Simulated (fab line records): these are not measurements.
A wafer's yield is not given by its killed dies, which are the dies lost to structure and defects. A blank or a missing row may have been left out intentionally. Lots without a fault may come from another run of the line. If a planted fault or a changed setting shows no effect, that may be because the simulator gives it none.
Which of the tools did it? | flow n5_finfet | 8 lots with 24 wafers sampled at 3 steps, on a route of 1938 steps

## WHAT THE GAUGES SHOWED, per wafer
N5_BEOL_M4_RC_MEAS_101. Usual: DIBL_N 35.9 mV/V, standard deviation 1.3; DIBL_P 35.9 mV/V, standard deviation 1.5; IOFF_N 0.152 nA/um, standard deviation 0.023; IOFF_P 0.204 nA/um, standard deviation 0.027; ION_N 673 uA/um, standard deviation 9.2; ION_P 462 uA/um, standard deviation 6.7; SS_N 71.4 mV/dec, standard deviation 0.48; SS_P 73.2 mV/dec, standard deviation 0.55; VT_N 250.3 mV, standard deviation 2.6; VT_P -250.6 mV, standard deviation 3.
lot  | measured     | on        | DIBL_N (mV/V)  | DIBL_P (mV/V)  | IOFF_N (nA/um)    | IOFF_P (nA/um)    | ION_N (uA/um) | ION_P (uA/um) | SS_N (mV/dec)  | SS_P (mV/dec)  | VT_N (mV)         | VT_P (mV)            | flag
L775 | day 9 18:23  | prober-02 | 36.5 35.0 36.1 | 37.3 36.3 37.1 | 0.167 0.150 0.163 | 0.198 0.182 0.197 | 677 679 680   | 461 452 462   | 70.8 71.0 71.5 | 74.3 73.0 73.2 | 249.8 252.0 248.3 | -253.7 -254.3 -251.2 |
L782 | day 11 07:58 | prober-02 | 38.2 37.6 36.9 | 38.8 37.3 36.6 | 0.225 0.206 0.182 | 0.247 0.217 0.209 | 690 678 682   | 467 458 458   | 71.5 71.8 71.3 | 74.1 73.2 72.6 | 242.7 244.2 246.1 | -248.1 -253.5 -251.4 |
L784 | day 11 09:10 | prober-01 | 34.3 35.1 34.8 | 33.5 33.7 34.6 | 0.154 0.163 0.161 | 0.211 0.210 0.225 | 683 681 679   | 472 463 470   | 71.5 71.7 71.2 | 72.7 73.3 74.5 | 248.0 248.1 249.0 | -249.9 -249.2 -248.3 |
L783 | day 12 02:16 | prober-01 | 35.2 32.5 35.8 | 36.2 33.7 36.4 | 0.158 0.120 0.160 | 0.216 0.180 0.222 | 679 670 671   | 469 462 462   | 71.9 70.6 71.1 | 72.9 72.4 73.5 | 250.1 252.9 251.2 | -248.2 -250.1 -248.6 |
L788 | day 12 12:38 | prober-02 | 33.7 37.4 35.2 | 32.6 37.8 34.0 | 0.112 0.179 0.140 | 0.168 0.235 0.181 | 658 677 664   | 463 469 458   | 71.3 71.4 71.7 | 72.2 74.2 72.9 | 254.1 249.8 250.1 | -251.2 -248.6 -250.5 |
L790 | day 13 14:14 | prober-02 | 34.5 33.8 35.7 | 36.0 35.6 37.6 | 0.143 0.137 0.164 | 0.198 0.187 0.223 | 681 665 681   | 470 466 467   | 71.5 71.2 71.5 | 73.3 73.1 73.5 | 252.2 253.1 249.4 | -248.9 -253.0 -251.9 |
L792 | day 13 17:28 | prober-02 | 36.1 36.2 35.4 | 36.0 36.6 35.8 | 0.162 0.164 0.149 | 0.183 0.187 0.176 | 675 668 669   | 454 455 452   | 71.9 72.0 71.4 | 73.0 73.8 73.1 | 250.0 248.5 250.2 | -253.1 -255.2 -256.0 |
L793 | day 14 01:35 | prober-02 | 35.1 35.0 35.1 | 35.8 36.8 36.6 | 0.128 0.132 0.138 | 0.167 0.175 0.171 | 669 668 672   | 455 454 456   | 71.1 71.7 71.8 | 73.3 73.4 73.2 | 255.3 253.2 252.9 | -254.2 -253.3 -257.5 |

N5_BEOL_M5_CD_MEAS_28: target cd 30.6 nm, target cd y 20 nm. Usual: cd_nm 30.60 nm, standard deviation 0.22.
lot  | measured     | on        | cd_nm (nm)        | flag
L775 | day 9 23:08  | cd_sem-01 | 30.24 30.34 30.34 |
L782 | day 11 12:19 | cd_sem-03 | 30.33 30.53 30.97 |
L784 | day 11 15:41 | cd_sem-03 | 30.30 30.49 30.73 |
L783 | day 12 09:43 | cd_sem-01 | 30.32 30.78 30.77 |
L788 | day 12 22:40 | cd_sem-02 | 30.48 30.43 30.46 |
L790 | day 13 18:57 | cd_sem-01 | 30.97 30.73 30.36 |
L792 | day 14 00:52 | cd_sem-03 | 30.41 30.16 30.70 |
L793 | day 14 07:07 | cd_sem-02 | 30.36 30.52 30.64 |

## WHAT TOOL EACH LOT RAN ON (gives the tool, then ch and the chambers of the sampled wafers, and finally the start)
lot  | N5_BEOL_M5_HM_OPEN_17
L775 | rie_metal-03 ch 0,1, day 9 22:34
L782 | rie_metal-02 ch 0,1, day 11 11:29
L784 | rie_metal-02 ch 0, day 11 12:19
L783 | rie_metal-01 ch 0,1, day 12 06:56
L788 | rie_metal-02 ch 0,1, day 12 17:40
L790 | rie_metal-01 ch 0,1, day 13 17:26
L792 | rie_metal-03 ch 0,1, day 13 20:55
L793 | rie_metal-03 ch 0,1, day 14 06:29
- N5_BEOL_M5_HM_OPEN_17: chemistry Cl2/BCl3, target TiN, target depth 20 nm, overetch 6 nm.

## AS READ BY THE TOOLS THEMSELVES (means over the sampled wafers that have a number; for cases with no such wafer, the mark the record gives instead)
N5_BEOL_M5_HM_OPEN_17. Usual: drypump_motor_current_A 5.5 A, standard deviation 0.39; oes_product_au 0.62 a.u., standard deviation 0.062; throttle_valve_pct 22.30 %, standard deviation 0.26.
lot  | tool         | drypump_motor_current_A (A) | oes_product_au (a.u.) | throttle_valve_pct (%) | flag
L775 | rie_metal-03 | 5.6                         | 0.73                  | 22.08                  |
L782 | rie_metal-02 | 5.3                         | 0.60                  | 22.26                  |
L784 | rie_metal-02 | 5.3                         | 0.58                  | 22.08                  |
L783 | rie_metal-01 | 5.8                         | 0.57                  | 22.32                  |
L788 | rie_metal-02 | 5.3                         | 0.60                  | 22.26                  |
L790 | rie_metal-01 | 5.6                         | 0.55                  | 22.52                  |
L792 | rie_metal-03 | 6.0                         | 0.68                  | 22.13                  |
L793 | rie_metal-03 | 6.0                         | 0.69                  | 22.12                  |

## THE ANSWER, worked out from the rows above alone
Rule: lot off if the mean of its wafers having a number is beyond 3 standard deviations from the usual mean. A lot without any number at a reading at which 4 lots or more have one is off too. All remaining lots with rows at the step are treated as sound. After the gauges, taken in route order, come the tools' own readings; for these a lot's mean is taken, as printed above. The first step at which some lot is off is used, and at that step the reading that is off furthest; a lot without a number counts as furthest.
No lot is off at any reading shown: from this, nothing can be told.

## WHAT HAD BEEN PUT IN BY THE SIMULATOR
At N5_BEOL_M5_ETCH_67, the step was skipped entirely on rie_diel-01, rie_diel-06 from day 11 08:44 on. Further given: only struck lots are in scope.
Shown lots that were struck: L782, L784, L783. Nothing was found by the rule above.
